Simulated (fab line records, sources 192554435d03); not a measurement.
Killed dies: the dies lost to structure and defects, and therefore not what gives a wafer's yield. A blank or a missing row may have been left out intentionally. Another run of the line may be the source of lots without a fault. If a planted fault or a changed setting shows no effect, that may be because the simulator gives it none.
Chamber matching    flow n5-finfet    rie-diel-05 running N5_BEOL_M0_SAQP_ETCH_88: 4 sister chambers
The step etches underlayer in N2/H2, target depth 6.5 nm, time 5.2 s. 4 wafers are shown with their chamber, then 8 later ones without.

WAFERS PAIRED WITH THEIR CHAMBERS
wafer   chamber  drypump-motor-current-A (A)
L079.6  1        5.9
L082.2  0        6.0
L082.6  3        5.2
L085.1  2        5.1

WAFERS MISSING THEIR CHAMBER
wafer   drypump-motor-current-A (A)
L085.3  5.8
L085.5  6.0
L086.1  5.1
L086.4  5.8
L086.5  6.0
L093.1  5.8
L093.5  5.2
L093.6  5.1

EACH ONE'S CHAMBER
wafer   from the rows above      in truth
L085.3  can't be placed: 1 or 0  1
L085.5  can't be placed: 0 or 1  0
L086.1  can't be placed: 2 or 3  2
L086.4  can't be placed: 1 or 0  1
L086.5  can't be placed: 0 or 1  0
L093.1  can't be placed: 1 or 0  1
L093.5  can't be placed: 3 or 2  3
L093.6  can't be placed: 2 or 3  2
Placed correctly: 0 of 8. Can't be placed from these rows: 8 (the true chamber is among the candidates in 8). 0 placed wrongly.
How it was worked out, from the rows above alone: a wafer's distance from a chamber is the root of the sum, over the readings, of the square of ((its reading less the chamber's mean) divided by the reading's scatter). The wafer belongs to the nearest chamber; if the next one is less than 2 further off, it can't be placed. The mean given for a chamber averages the wafers shown for that chamber. The scatter (one wafer shown for each chamber): square how far every hidden wafer sits from the nearest shown wafer, average those squares and take the square root.
